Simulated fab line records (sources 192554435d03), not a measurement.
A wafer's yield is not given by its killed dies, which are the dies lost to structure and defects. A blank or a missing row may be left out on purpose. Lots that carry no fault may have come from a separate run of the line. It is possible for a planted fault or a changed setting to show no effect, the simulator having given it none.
fab line records    flow n5-finfet
record: lots: 10  wafers: 29  last-day: 15
route steps=1938 shown MIM_BOT_ETCH@1868 TV_LITHO@1884 TV_OPEN@1890 PASSIVATION@1936
lots that met no fault: from a run of the same line without faults
start-h: start of the lot's first displayed wafer, in hours after the record's first day    wait-h: hours from the lot's prior step to this one    " repeats the value in the row above    L1.1+2: a single row standing in for several wafers    - either no value or no given start    * or withheld: withheld    < > ~ a bound
route shown NAME@n: a module of which the file shows steps, and the number in the route of the first    usual: the fault-free wafers' mean and standard deviation    same: alike in all rows    chamber/n: place in a boat    sites: the reading at each site    _std_site: the standard deviation of these    _edge_site: mean of outer sites minus mean of inner sites    radius-mm: for every site, how far away it sits from the centre of the wafer    mask NAME#n: copy n    behind: the tool/chamber that last shaped the wafer    hold: cause of the lot's hold/its duration in hours/its outcome    device: names the non-switching transistor (n, p or np)    end of line: the tests these same wafers got at the end of their route    where a step has no rows: the recipe by itself    killed: count of dies lost to structure and defects at first sort (not the wafer's yield)    map: a wafer's dies, x killed, . not, _ none there
set.NAME: the setting the step ran with; set.NAME@STEP: the setting that earlier step ran with    model.NAME: the simulator's own value behind a step, which no gauge read
steps of the route over a sample of lots; a table a step, a row a wafer
services: when a tool's chamber went out of use (start-h, in hours from the record's first day, below 0 if earlier), for how many hours, and the reason
== steps ==
step: N5_MIM_BOT_ETCH_ETCH_00
recipe: chemistry: Cl2/BCl3  target: TiN  target-depth-a: 455  ion-energy-ev: 150  pressure-mtorr: 10  icp-w: 1000  bias-w: 126  Cl2_flow_sccm: 53.25  bcl3-flow-sccm: 21.75  Ar_flow_sccm: 25
usual: drypump-motor-current-A: 5.53/0.28  mfc-ar-sccm: 25.02/0.069  oes-product-au: 0.81/0.038  rf-fwd-power-W: 995/3.3  throttle-valve-pct: 22.03/0.15
lot.wafer  tool          chamber  start-h  wait-h  drypump-motor-current-A  mfc-ar-sccm  oes-product-au  rf-fwd-power-W  rf-hours-counter-h  throttle-valve-pct
L161.3     rie-metal-01  0        265.88   0.2     6.27                     24.97        0.83            992             -                   21.90
L161.4     "             0        "        "       6.24                     25.03        0.82            992             -                   21.89
L161.6     "             0        "        "       6.26                     24.89        0.82            990             -                   21.89
L160.1     rie-metal-02  0        265.88   0.1     5.42                     24.90        0.84            993             16                  22.05
L160.5     "             1        "        "       5.60                     25.00        0.78            991             -                   21.90
L163.1     rie-metal-01  1        282.52   0.1     5.57                     24.94        0.88            991             15                  22.20
L163.5     "             1        "        "       5.54                     24.89        0.88            988             -                   22.20
L163.6     "             0        "        "       6.26                     24.96        0.83            996             -                   21.87
L164.2     rie-metal-02  0        300.51   0.1     5.38                     25.12        0.83            993             19                  22.04
L164.4     "             0        "        "       5.40                     25.14        0.83            994             -                   22.03
L164.6     "             0        "        "       5.43                     25.14        0.83            990             -                   22.04
L168.1     rie-metal-02  0        312.64   0.1     5.41                     25.05        0.82            994             20                  22.05
L168.3     "             0        "        "       5.41                     25.00        0.83            992             -                   22.05
L168.5     "             0        "        "       5.39                     25.05        0.83            998             -                   22.03
L167.1     rie-metal-03  1        314.47   0.1     5.56                     24.99        0.84            995             24                  22.32
L167.3     "             0        "        "       5.17                     25.08        0.87            997             -                   21.94
L167.5     "             0        "        "       5.19                     25.00        0.87            996             -                   21.96
L166.1     rie-metal-02  0        315.14   0.1     5.37                     25.02        0.82            987             21                  22.02
L166.2     "             1        "        "       5.57                     25.02        0.76            991             54                  21.90
L166.5     "             1        "        "       5.58                     25.05        0.76            995             -                   21.91
L169.3     rie-metal-03  1        326.68   0.1     5.54                     25.05        0.85            997             -                   22.31
L169.4     "             0        "        "       5.18                     25.07        0.87            997             -                   21.98
L169.5     "             0        "        "       5.17                     25.05        0.87            1003            -                   21.97
L172.1     rie-metal-02  1        351.20   0.1     5.59                     25.02        0.75            989             56                  21.92
L172.4     "             0        "        "       5.41                     25.11        0.82            992             -                   22.04
L172.5     "             1        "        "       5.58                     25.02        0.76            991             -                   21.92
L175.3     rie-metal-02  0        361.55   0.1     5.41                     24.94        0.81            997             -                   22.04
L175.5     "             1        "        "       5.58                     25.02        0.75            994             -                   21.92
L175.6     "             0        "        "       5.42                     25.08        0.82            995             -                   22.03
step: N5_MIM_BOT_ETCH_STRIP_01
recipe: chemistry: O2  power-w: 600  temp-c: 60  pressure-mtorr: 30  rf-frequency-hz: 6e+07  bias-power-w: 0  overash-fraction: 0.5  o2-flow-sccm: 225
usual: drypump-motor-current-A: 5.7/0.33  oes-product-au: 0.81/0.08  rf-vpp-V: 3.7/1.3  showerhead-plenum-p-Torr: 2.11/0.054  throttle-valve-pct: 16.62/0.24
lot.wafer  tool         chamber  start-h  wait-h  drypump-motor-current-A  oes-product-au  rf-hours-counter-h  rf-vpp-V  showerhead-plenum-p-Torr  throttle-valve-pct
L160.1     rie-diel-06  3        266.14   0.2     6.0                      0.78            132                 2.2       2.10                      16.53
L160.5     "            2        "        "       5.7                      0.79            -                   2.7       2.09                      16.81
L161.3     rie-diel-04  3        266.14   0.2     6.2                      0.78            111                 6.8       2.03                      16.56
L161.4     "            2        "        "       5.5                      0.70            225                 4.7       2.12                      16.36
L161.6     "            1        "        "       5.4                      0.66            -                   3.7       2.07                      16.73
L163.1     rie-diel-01  0        282.72   0.2     5.1                      0.79            72                  6.5       2.14                      16.67
L163.5     "            3        "        "       5.6                      0.80            -                   5.4       2.12                      16.90
L163.6     "            2        "        "       5.8                      0.89            -                   3.3       2.22                      16.69
L164.2     rie-diel-06  3        300.65   0.1     6.0                      0.78            144                 5.1       2.10                      16.53
L164.4     "            0        "        "       5.6                      0.76            95                  4.1       2.00                      16.19
L164.6     "            3        "        "       6.0                      0.78            -                   3.2       2.10                      16.51
L168.1     rie-diel-04  0        312.93   0.2     6.2                      0.82            87                  5.0       2.12                      16.42
L168.3     "            2        "        "       5.4                      0.67            240                 2.2       2.11                      16.36
L168.5     "            3        "        "       6.1                      0.75            -                   2.6       2.02                      16.59
L167.1     rie-diel-01  0        314.61   0.1     5.1                      0.78            83                  6.0       2.13                      16.67
L167.3     "            2        "        "       5.9                      0.89            37                  4.5       2.21                      16.74
L167.5     "            3        "        "       5.5                      0.80            -                   4.5       2.12                      16.93
L166.1     rie-diel-06  0        315.28   0.1     5.6                      0.77            99                  2.3       2.00                      16.21
L166.2     "            2        "        "       5.7                      0.78            135                 4.6       2.09                      16.85
L166.5     "            3        "        "       6.1                      0.78            -                   5.2       2.09                      16.58
L169.3     rie-diel-04  2        326.79   0.1     5.5                      0.67            244                 3.2       2.11                      16.32
L169.4     "            0        "        "       6.2                      0.81            91                  4.1       2.12                      16.50
L169.5     "            1        "        "       5.4                      0.93            -                   5.7       2.07                      16.30
L172.1     rie-diel-01  1        351.34   0.1     5.5                      0.97            5                   3.0       2.16                      16.74
L172.4     "            3        "        "       5.5                      0.79            132                 4.6       2.11                      16.93
L172.5     "            2        "        "       5.8                      0.87            -                   3.4       2.21                      16.81
L175.3     rie-diel-04  2        361.65   0.1     5.4                      0.99            1                   4.6       2.11                      15.89
L175.5     "            1        "        "       5.4                      0.90            -                   5.4       2.06                      16.32
L175.6     "            2        "        "       5.5                      0.97            -                   3.8       2.11                      15.90
step: N5_PASSIVATION_OVL_MEAS_60
recipe: points-per-wafer: 44
usual: TV_OVL: -2/5.3
lot.wafer  tool        chamber  start-h  wait-h  TV_OVL[nm]
L160.1     overlay-01  0        268.30   0.0     -3
L160.5     "           0        "        "       2
L161.3     overlay-01  0        269.08   0.0     -6
L161.4     "           0        "        "       -5
L161.6     "           0        "        "       -4
L163.1     overlay-02  0        284.97   0.0     -14
L163.5     "           0        "        "       -5
L163.6     "           0        "        "       -5
L164.2     overlay-02  0        301.76   0.0     3
L164.4     "           0        "        "       -6
L164.6     "           0        "        "       -2
L167.1     overlay-02  0        318.41   0.0     -9
L167.3     "           0        "        "       -18
L167.5     "           0        "        "       -16
L168.1     overlay-01  0        318.68   0.0     -4
L168.3     "           0        "        "       1
L168.5     "           0        "        "       2
L166.1     overlay-01  0        318.77   0.0     0
L166.2     "           0        "        "       -1
L166.5     "           0        "        "       8
L169.3     overlay-01  0        330.06   0.0     0
L169.4     "           0        "        "       6
L169.5     "           0        "        "       3
L172.1     overlay-02  0        352.71   0.0     -4
L172.4     "           0        "        "       -9
L172.5     "           0        "        "       -2
L175.3     overlay-01  0        363.86   0.0     2
L175.5     "           0        "        "       10
L175.6     "           0        "        "       0
step: N5_PASSIVATION_INSPECT_61
recipe: mode: adi  inspect-instrument: macro
usual: raw-defect-count: 1.9/1.3
lot.wafer  tool               chamber  start-h  wait-h  raw-defect-count
L160.1     defect-inspect-02  -        268.32   0.0     2
L160.5     "                  -        "        "       2
L161.3     defect-inspect-01  -        269.11   0.0     4
L161.4     "                  -        "        "       1
L161.6     "                  -        "        "       3
L163.1     defect-inspect-01  -        284.99   0.0     2
L163.5     "                  -        "        "       2
L163.6     "                  -        "        "       4
L164.2     defect-inspect-01  -        301.78   0.0     0
L164.4     "                  -        "        "       3
L164.6     "                  -        "        "       3
L167.1     defect-inspect-02  -        318.44   0.0     1
L167.3     "                  -        "        "       2
L167.5     "                  -        "        "       5
L168.1     defect-inspect-02  -        318.70   0.0     1
L168.3     "                  -        "        "       2
L168.5     "                  -        "        "       3
L166.1     defect-inspect-02  -        318.79   0.0     1
L166.2     "                  -        "        "       2
L166.5     "                  -        "        "       2
L169.3     defect-inspect-01  -        330.08   0.0     0
L169.4     "                  -        "        "       2
L169.5     "                  -        "        "       4
L172.1     defect-inspect-01  -        352.73   0.0     1
L172.4     "                  -        "        "       >300
L172.5     "                  -        "        "       2
L175.3     defect-inspect-01  -        363.89   0.0     1
L175.5     "                  -        "        "       3
L175.6     "                  -        "        "       1
step: N5_PASSIVATION_ETCH_15
recipe: chemistry: CF4/N2  target: SiCN  target-depth-a: 750  taper-deg: 2  time-s: 81.2  ion-energy-ev: 150  mask-material: SiNx  pressure-mtorr: 40  source-w: 430  bias-w: 70  Ar_flow_sccm: 100  cf4-flow-sccm: 60  n2-flow-sccm: 60
usual: drypump-motor-current-A: 5.8/0.53  mfc-ar-sccm: 100.0/0.34  oes-product-au: 0.78/0.074  rf-fwd-power-W: 428.2/1.4  rf-vpp-V: 381.7/1.4  showerhead-plenum-p-Torr: 2.19/0.046  throttle-valve-pct: 15.37/0.21
lot.wafer  tool         chamber  start-h  wait-h  drypump-motor-current-A  mfc-ar-sccm  oes-product-au  rf-fwd-power-W  rf-hours-counter-h  rf-vpp-V  showerhead-plenum-p-Torr  throttle-valve-pct
L160.1     rie-diel-02  0        -        -       5.4                      100.4        0.86            427.9           73                  382.6     2.15                      14.96
L160.5     "            2        "        "       6.4                      100.6        0.69            428.3           -                   382.7     2.19                      15.63
L161.3     rie-diel-05  3        -        -       6.4                      100.0        0.79            429.5           110                 379.1     2.16                      15.69
L161.4     "            1        "        "       5.7                      100.5        0.73            428.4           191                 384.3     2.26                      15.31
L161.6     "            1        "        "       5.6                      100.1        0.73            431.6           -                   383.2     2.26                      15.33
L163.1     rie-diel-05  3        -        -       6.4                      99.7         0.78            427.4           116                 379.0     2.16                      15.71
L163.5     "            3        "        "       6.4                      99.4         0.78            426.4           -                   379.9     2.16                      15.71
L163.6     "            2        "        "       5.9                      99.4         0.79            427.1           -                   381.9     2.21                      15.27
L164.2     rie-diel-05  1        -        -       5.7                      99.9         0.71            430.2           203                 384.3     2.26                      15.33
L164.4     "            3        "        "       6.4                      100.2        0.78            427.0           122                 379.2     2.15                      15.72
L164.6     "            1        "        "       5.7                      99.9         0.71            429.4           -                   384.1     2.26                      15.34
L167.1     rie-diel-02  1        -        -       5.7                      99.9         0.76            428.8           131                 379.5     2.12                      15.34
L167.3     "            0        "        "       5.4                      99.6         0.86            430.0           88                  381.4     2.15                      15.01
L167.5     "            3        "        "       5.4                      99.9         0.71            429.4           -                   381.9     2.17                      15.63
L168.1     rie-diel-05  3        -        -       6.4                      100.2        0.79            429.5           127                 380.1     2.15                      15.73
L168.3     "            0        "        "       5.8                      99.5         0.93            427.5           8                   381.9     2.17                      15.10
L168.5     "            2        "        "       5.9                      100.3        0.78            427.7           -                   381.9     2.20                      15.31
L166.1     rie-diel-03  3        -        -       6.6                      99.9         0.78            425.5           132                 381.5     2.20                      15.29
L166.2     "            0        "        "       5.3                      100.5        0.80            426.3           123                 380.5     2.13                      15.40
L166.5     "            0        "        "       5.3                      99.9         0.80            426.7           -                   379.6     2.13                      15.41
L169.3     rie-diel-02  3        -        -       5.4                      100.0        0.70            429.2           207                 381.3     2.17                      15.65
L169.4     "            2        "        "       6.4                      99.7         0.68            426.7           207                 380.1     2.18                      15.68
L169.5     "            3        "        "       5.4                      99.7         0.70            427.6           -                   382.8     2.17                      15.64
L172.1     rie-diel-05  0        -        -       5.8                      99.1         0.90            427.6           19                  382.3     2.17                      15.12
L172.4     "            3        "        "       6.4                      100.2        0.77            427.0           -                   379.6     2.15                      15.76
L172.5     "            0        "        "       5.8                      99.5         0.90            429.7           -                   381.1     2.17                      15.13
L175.3     rie-diel-05  0        -        -       5.8                      99.8         0.89            427.7           23                  380.0     2.16                      15.11
L175.5     "            0        "        "       5.9                      99.6         0.89            428.6           -                   380.6     2.16                      15.10
L175.6     "            1        "        "       5.7                      100.1        0.69            428.7           -                   383.8     2.25                      15.37
step: N5_PASSIVATION_PROBE_49
usual: defect-limited-yield: 91.4/1.6  killed_at_M0_to_M3: 35/10  killed_at_M4_up: 12/4.7  killed-at-contacts: 12/5.8  killed-at-front-end: 38/12  killed-at-other: 4/3.2  killed-dies: 102/18  killed-on-rim: 13/4.2  killed-open: 68/14  killed-short: 32/8  sort_bin_5_function: 5.1/0.96  sort_bin_6_memory: 3.2/0.77  sort_bin_8_speed: 0.1/0.39  sort-n-pass: 1078/20  sort-yield-pct: 91.3/1.7
same: gross-dies: 1180  killed-at-back-side: 0  sort_bin_4_leakage[%]: 0
lot.wafer  tool       chamber  start-h  wait-h  defect-limited-yield[%]  killed_at_M0_to_M3  killed_at_M4_up  killed-at-contacts  killed-at-front-end  killed-at-other  killed-dies  killed-on-rim  killed-open  killed-short  sort_bin_5_function[%]  sort_bin_6_memory[%]  sort_bin_8_speed[%]  sort-n-pass  sort-yield-pct[%]
L160.1     prober-02  -        275.55   0.0     93.6                     31                  10               7                   24                   4                76           8              45           30            3.8                     2.4                   0                    1104         93.6
L160.5     prober-02  -        275.75   0.2     90.9                     31                  23               10                  36                   7                107          14             78           21            4.5                     3.7                   0                    1073         90.9
L161.3     prober-02  -        276.29   0.1     93.9                     18                  9                8                   31                   6                72           12             51           21            3.6                     2.2                   0                    1108         93.9
L161.4     prober-02  -        276.34   0.2     93.7                     26                  9                6                   32                   1                74           7              54           20            3.6                     2.5                   0                    1106         93.7
L161.6     prober-02  -        276.44   0.3     94.5                     27                  13               5                   20                   0                65           6              43           21            3.4                     2.0                   0                    1115         94.5
L163.1     prober-01  -        291.88   0.0     88.8                     38                  20               9                   64                   1                132          15             86           46            5.8                     5.0                   0                    1048         88.8
L163.5     prober-01  -        292.08   0.2     88.6                     38                  18               17                  60                   1                134          17             96           38            6.6                     4.2                   0                    1046         88.6
L163.6     prober-01  -        292.13   0.3     89.0                     41                  18               16                  50                   5                130          14             75           55            5.8                     4.4                   0                    1050         89.0
L164.2     prober-01  -        309.28   0.6     92.8                     30                  9                12                  28                   6                85           5              55           29            3.6                     3.1                   0                    1095         92.8
L164.4     prober-01  -        309.38   0.7     91.8                     32                  7                10                  42                   6                97           17             66           29            5.2                     2.5                   0                    1083         91.8
L164.6     prober-01  -        309.48   0.8     90.5                     47                  11               10                  39                   5                112          14             83           28            5.5                     3.6                   0                    1068         90.5
L167.1     prober-02  -        325.59   0.0     92.1                     39                  19               9                   20                   6                93           16             65           28            4.7                     2.9                   0                    1087         92.1
L167.3     prober-02  -        325.69   0.1     90.3                     47                  9                4                   53                   1                114          18             74           32            5.3                     3.5                   0                    1066         90.3
L167.5     prober-02  -        325.79   0.2     93.6                     25                  8                4                   35                   3                75           9              47           28            3.5                     2.8                   0                    1105         93.6
L168.1     prober-01  -        325.63   0.0     91.8                     33                  10               13                  39                   2                97           13             75           22            4.8                     3.3                   0                    1083         91.8
L168.3     prober-01  -        325.73   0.1     94.6                     21                  10               6                   24                   3                64           5              43           19            3.4                     1.6                   0.2                  1114         94.4
L168.5     prober-01  -        325.83   0.2     93.1                     29                  7                6                   35                   4                81           8              49           32            4.6                     2.0                   0                    1099         93.1
L166.1     prober-01  -        327.58   0.0     91.6                     43                  15               12                  26                   3                99           13             70           29            4.8                     3.2                   0                    1081         91.6
L166.2     prober-01  -        327.63   0.1     91.4                     51                  10               8                   28                   5                102          13             65           31            4.8                     3.1                   0                    1078         91.4
L166.5     prober-01  -        327.78   0.2     93.1                     37                  15               5                   20                   5                82           13             63           19            4.3                     2.5                   0                    1098         93.1
L169.3     prober-02  -        337.05   0.1     92.7                     36                  10               5                   31                   4                86           8              48           36            5.2                     1.9                   0                    1094         92.7
L169.4     prober-02  -        337.10   0.2     91.0                     40                  17               6                   40                   3                106          16             70           34            4.4                     4.1                   0                    1074         91.0
L169.5     prober-02  -        337.15   0.2     92.4                     31                  13               10                  34                   2                90           14             57           33            4.3                     3.1                   0                    1090         92.4
L172.1     prober-01  -        359.75   0.5     92.1                     29                  14               12                  36                   2                93           20             69           24            4.9                     2.4                   0                    1087         92.1
L172.4     prober-01  -        359.90   0.6     87.0                     25                  8                13                  30                   77               153          30             49           31            8.3                     2.5                   0                    1027         87.0
L172.5     prober-01  -        359.95   0.7     91.8                     29                  13               12                  40                   3                97           15             69           25            4.7                     3.3                   0                    1083         91.8
L175.3     prober-02  -        370.36   0.1     90.5                     29                  16               12                  54                   1                112          9              74           38            6.1                     2.9                   0                    1068         90.5
L175.5     prober-02  -        370.46   0.2     90.6                     41                  10               11                  45                   4                111          14             71           40            5.4                     3.9                   0                    1069         90.6
L175.6     prober-02  -        370.51   0.3     90.3                     34                  10               18                  52                   0                114          17             77           37            5.5                     4.2                   0                    1066         90.3
killed by level:class
L160.1 BEOL_M2:geometric-particle:open=8 BEOL_M0_SAQP:geometric-particle:short=7 BEOL_M3:geometric-particle:open=5 MOL_CONTACT_COAG:geometric-particle:open=4 GATE_CUT:geometric-particle:short=4 STI_FIN_REVEAL:geometric-particle:open=3 BEOL_M0_SAQP:geometric-particle:open=3 MOL_CONTACT_COAG:geometric-particle:short=3
L160.5 MOL_CONTACT_COAG:geometric-particle:open=10 BEOL_M1:geometric-particle:open=10 BEOL_M4:geometric-particle:open=9 GATE_CUT:geometric-particle:open=7 BEOL_M2:geometric-particle:open=7 HKMG_FIN:area-etch=7 FIN_SAQP:geometric-particle:open=6 FIN_SAQP:geometric-particle:short=5
L161.3 STI_FIN_REVEAL:geometric-particle:open=10 MOL_CONTACT_COAG:geometric-particle:open=8 BEOL_M2:geometric-particle:open=5 FIN_SAQP:geometric-particle:short=4 DUMMY_GATE:geometric-particle:open=4 BEOL_M3:geometric-particle:open=4 FIN_SAQP:geometric-particle:open=3 GATE_CUT:geometric-particle:short=3
L161.4 FIN_SAQP:geometric-particle:open=9 BEOL_M2:geometric-particle:open=8 BEOL_M3:geometric-particle:open=8 DUMMY_GATE:geometric-particle:open=5 MOL_CONTACT_COAG:geometric-particle:open=5 FIN_SAQP:geometric-particle:short=4 GATE_CUT:geometric-particle:open=4 STARTING-WAFER:geometric-particle:short=4
L161.6 BEOL_M3:geometric-particle:open=9 BEOL_M2:geometric-particle:open=7 FIN_SAQP:geometric-particle:short=6 STI_FIN_REVEAL:geometric-particle:open=4 BEOL_M0_SAQP:geometric-particle:open=4 MOL_CONTACT_COAG:geometric-particle:short=3 BEOL_M0:geometric-particle:open=3 BEOL_M4:geometric-particle:open=3
L163.1 FIN_SAQP:geometric-particle:open=15 BEOL_M0_SAQP:geometric-particle:open=14 BEOL_M4:geometric-particle:open=14 STI_FIN_REVEAL:geometric-particle:open=13 FIN_SAQP:geometric-particle:short=10 BEOL_M0_SAQP:geometric-particle:short=9 GATE_CUT:geometric-particle:short=7 MOL_CONTACT_COAG:geometric-particle:open=7
L163.5 FIN_SAQP:geometric-particle:open=18 DUMMY_GATE:geometric-particle:open=12 MOL_CONTACT_COAG:geometric-particle:open=12 BEOL_M0_SAQP:geometric-particle:short=11 BEOL_M0_SAQP:geometric-particle:open=11 BEOL_M4:geometric-particle:open=10 FIN_SAQP:geometric-particle:short=9 STI_FIN_REVEAL:geometric-particle:open=9
L163.6 BEOL_M0_SAQP:geometric-particle:short=14 FIN_SAQP:geometric-particle:open=11 BEOL_M0_SAQP:geometric-particle:open=11 MOL_CONTACT_COAG:geometric-particle:open=9 FIN_SAQP:geometric-particle:short=8 MOL_CONTACT_COAG:geometric-particle:short=7 BEOL_M4:geometric-particle:open=7 BEOL_M1:geometric-particle:open=6
L164.2 BEOL_M1:geometric-particle:open=14 MOL_CONTACT_COAG:geometric-particle:open=10 FIN_SAQP:geometric-particle:short=7 GATE_CUT:geometric-particle:short=7 FIN_SAQP:geometric-particle:open=5 BEOL_M3:geometric-particle:open=5 BEOL_M0_SAQP:geometric-particle:short=4 STARTING-WAFER:geometric-particle:short=4
L164.4 FIN_SAQP:geometric-particle:open=19 BEOL_M1:geometric-particle:open=10 MOL_CONTACT_COAG:geometric-particle:open=9 FIN_SAQP:geometric-particle:short=8 BEOL_M0_SAQP:geometric-particle:open=7 BEOL_M0_SAQP:geometric-particle:short=7 STARTING-WAFER:geometric-particle:open=4 BEOL_M0:geometric-particle:open=3
L164.6 BEOL_M2:geometric-particle:open=17 FIN_SAQP:geometric-particle:open=11 FIN_SAQP:geometric-particle:short=11 STI_FIN_REVEAL:geometric-particle:open=9 MOL_CONTACT_COAG:geometric-particle:open=9 BEOL_M3:geometric-particle:open=8 BEOL_M0_SAQP:geometric-particle:open=7 BEOL_M1:geometric-particle:open=7
L167.1 BEOL_M3:geometric-particle:open=15 BEOL_M4:geometric-particle:open=14 MOL_CONTACT_COAG:geometric-particle:open=7 BEOL_M0_SAQP:geometric-particle:open=7 BEOL_M1:geometric-particle:short=5 STARTING-WAFER:geometric-particle:short=5 FIN_SAQP:geometric-particle:open=4 BEOL_M0_SAQP:geometric-particle:short=4
L168.1 FIN_SAQP:geometric-particle:open=15 MOL_CONTACT_COAG:geometric-particle:open=12 BEOL_M2:geometric-particle:open=11 STI_FIN_REVEAL:geometric-particle:open=8 BEOL_M0:geometric-particle:open=8 BEOL_M0_SAQP:geometric-particle:open=4 BEOL_M4:geometric-particle:open=4 FIN_SAQP:geometric-particle:short=3
L167.3 STI_FIN_REVEAL:geometric-particle:open=22 BEOL_M2:geometric-particle:open=10 BEOL_M0_SAQP:geometric-particle:open=9 BEOL_M0_SAQP:geometric-particle:short=8 BEOL_M3:geometric-particle:open=8 HKMG_FIN:area-etch=7 FIN_SAQP:geometric-particle:short=5 FIN_SAQP:geometric-particle:open=5
L168.3 DUMMY_GATE:geometric-particle:open=10 BEOL_M4:geometric-particle:open=7 BEOL_M1:geometric-particle:open=5 MOL_CONTACT_COAG:geometric-particle:open=4 BEOL_M0_SAQP:geometric-particle:short=4 BEOL_M2:geometric-particle:open=4 BEOL_M0:geometric-particle:open=3 FIN_SAQP:geometric-particle:open=2
L167.5 BEOL_M0_SAQP:geometric-particle:open=10 FIN_SAQP:geometric-particle:open=8 FIN_SAQP:geometric-particle:short=7 STI_FIN_REVEAL:geometric-particle:open=7 BEOL_M0_SAQP:geometric-particle:short=6 MOL_CONTACT_COAG:geometric-particle:open=4 BEOL_M3:geometric-particle:open=4 GATE_CUT:geometric-particle:short=3
L168.5 STI_FIN_REVEAL:geometric-particle:open=9 BEOL_M2:geometric-particle:open=6 FIN_SAQP:geometric-particle:short=4 STI_FIN_REVEAL:geometric-particle:short=4 MOL_CONTACT_COAG:geometric-particle:open=4 BEOL_M0_SAQP:geometric-particle:open=4 BEOL_M0:geometric-particle:open=4 FIN_SAQP:geometric-particle:open=3
L166.1 BEOL_M0_SAQP:geometric-particle:open=14 BEOL_M3:geometric-particle:open=14 STI_FIN_REVEAL:geometric-particle:open=8 MOL_CONTACT_COAG:geometric-particle:open=8 BEOL_M0_SAQP:geometric-particle:short=7 GATE_CUT:geometric-particle:short=5 BEOL_M4:geometric-particle:open=5 MOL_CONTACT_COAG:geometric-particle:short=4
L166.2 BEOL_M0_SAQP:geometric-particle:open=12 BEOL_M3:geometric-particle:open=11 BEOL_M0_SAQP:geometric-particle:short=10 MOL_CONTACT_COAG:geometric-particle:open=8 BEOL_M2:geometric-particle:open=8 BEOL_M1:geometric-particle:open=7 HKMG_FIN:area-etch=6 FIN_SAQP:geometric-particle:short=5
L166.5 BEOL_M3:geometric-particle:open=13 BEOL_M4:geometric-particle:open=11 BEOL_M0_SAQP:geometric-particle:open=10 BEOL_M1:geometric-particle:open=7 DUMMY_GATE:geometric-particle:open=4 MOL_CONTACT_COAG:geometric-particle:open=4 FIN_SAQP:geometric-particle:short=3 STI_FIN_REVEAL:geometric-particle:open=3
L169.3 BEOL_M0_SAQP:geometric-particle:short=11 BEOL_M1:geometric-particle:open=8 BEOL_M0_SAQP:geometric-particle:open=8 FIN_SAQP:geometric-particle:short=4 DUMMY_GATE:geometric-particle:open=4 GATE_CUT:geometric-particle:short=4 MOL_CONTACT_COAG:geometric-particle:open=4 BEOL_M4:geometric-particle:open=4
L169.4 BEOL_M0_SAQP:geometric-particle:open=12 BEOL_M4:geometric-particle:open=11 BEOL_M1:geometric-particle:open=9 DUMMY_GATE:geometric-particle:open=6 BEOL_M0_SAQP:geometric-particle:short=6 BEOL_M3:geometric-particle:open=6 FIN_SAQP:geometric-particle:short=5 FIN_SAQP:geometric-particle:open=5
L169.5 FIN_SAQP:geometric-particle:short=14 BEOL_M1:geometric-particle:open=11 BEOL_M4:geometric-particle:open=8 FIN_SAQP:geometric-particle:open=6 MOL_CONTACT_COAG:geometric-particle:open=6 BEOL_M0_SAQP:geometric-particle:open=6 BEOL_M2:geometric-particle:short=5 MOL_CONTACT_COAG:geometric-particle:short=4
L172.1 BEOL_M0_SAQP:geometric-particle:open=10 GATE_CUT:geometric-particle:open=9 MOL_CONTACT_COAG:geometric-particle:open=9 FIN_SAQP:geometric-particle:open=7 BEOL_M0_SAQP:geometric-particle:short=6 BEOL_M2:geometric-particle:open=6 DUMMY_GATE:geometric-particle:open=5 BEOL_M4:geometric-particle:open=5
L172.4 MIM_BOT_ETCH:unspecified=72 STI_FIN_REVEAL:geometric-particle:open=12 BEOL_M0_SAQP:geometric-particle:short=11 MOL_CONTACT_COAG:geometric-particle:open=9 BEOL_M0_SAQP:geometric-particle:open=8 GATE_CUT:geometric-particle:short=4 MOL_CONTACT_COAG:geometric-particle:short=4 PASS1_CAP:geometric-particle:open=4
L172.5 STI_FIN_REVEAL:geometric-particle:open=8 MOL_CONTACT_COAG:geometric-particle:open=8 BEOL_M0_SAQP:geometric-particle:open=8 BEOL_M1:geometric-particle:open=7 BEOL_M7:geometric-particle:open=7 FIN_SAQP:geometric-particle:short=6 BEOL_M2:geometric-particle:open=6 DUMMY_GATE:geometric-particle:open=5
L175.3 FIN_SAQP:geometric-particle:open=15 FIN_SAQP:geometric-particle:short=11 BEOL_M3:geometric-particle:open=11 MOL_CONTACT_COAG:geometric-particle:open=10 BEOL_M4:geometric-particle:open=7 GATE_CUT:geometric-particle:open=6 STARTING-WAFER:geometric-particle:short=6 BEOL_M0_SAQP:geometric-particle:open=5
L175.5 BEOL_M3:geometric-particle:open=19 FIN_SAQP:geometric-particle:open=16 FIN_SAQP:geometric-particle:short=10 BEOL_M0_SAQP:geometric-particle:short=10 MOL_CONTACT_COAG:geometric-particle:open=9 DUMMY_GATE:geometric-particle:open=6 BEOL_M1:geometric-particle:short=4 BEOL_M5:geometric-particle:open=3
L175.6 FIN_SAQP:geometric-particle:open=17 MOL_CONTACT_COAG:geometric-particle:open=15 BEOL_M0_SAQP:geometric-particle:short=14 STI_FIN_REVEAL:geometric-particle:open=12 BEOL_M0_SAQP:geometric-particle:open=8 BEOL_M4:geometric-particle:open=6 FIN_SAQP:geometric-particle:short=4 GATE_CUT:geometric-particle:short=4
== services ==
tool          chamber  start-h  hours  kind
rie-diel-06   3        242.09   1.5    repair
rie-diel-06   0        242.48   1.3    repair
rie-metal-02  1        247.14   1.0    repair
rie-diel-02   -        249.58   2.8    pm
rie-metal-01  1        257.34   21.6   repair
rie-metal-03  1        268.52   2.2    repair
rie-metal-01  0        268.57   3.3    repair
rie-diel-05   0        269.66   -      clean
rie-diel-05   0        269.66   -      consumable-replace:focus-ring
rie-diel-05   0        269.66   24.8   scheduled-down
rie-diel-05   0        269.66   24.8   vent-cycle
rie-diel-04   0        276.72   15.8   repair
rie-metal-02  0        277.96   4.4    repair
rie-diel-04   3        290.02   5.1    repair
rie-diel-04   2        293.54   9.1    repair
rie-diel-04   1        302.68   -      clean
rie-diel-04   1        302.68   -      consumable-replace:focus-ring
rie-diel-04   1        302.68   12.8   scheduled-down
rie-diel-04   1        302.68   12.8   vent-cycle
rie-diel-04   3        327.77   1.6    repair
rie-metal-02  1        338.72   3.2    repair
rie-diel-04   2        340.26   -      clean
rie-diel-04   2        340.26   -      consumable-replace:focus-ring
rie-diel-05   2        348.81   20.3   repair
== key ==
first-sign: step: N5_PASSIVATION_INSPECT_61  reading: raw-defect-count  direction: up  sigmas: 99+  usual: 1.9  struck: >300
effect: step: N5_PASSIVATION_PROBE_49  reading: killed-at-other  direction: up  sigmas: 22  usual: 4  struck: 77
more-kills-born-at: N5_MIM_BOT_ETCH_STRIP_01@rie-diel-01: 72
met-at N5_MIM_BOT_ETCH_STRIP_01
struck-lots L172
struck-wafers L172.4
not-acting-at N5_MIM_BOT_ETCH_ETCH_00,N5_PASSIVATION_OVL_MEAS_60,N5_PASSIVATION_ETCH_15
onset-between 314.61 351.34
fault: kind: chamber-particle-source  tool: rie-diel-01  chamber: 3  onset-h: 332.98  steps: N5_MIM_BOT_ETCH_STRIP_01  rate-per-visit-cm2: 1.0607  end-h: 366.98
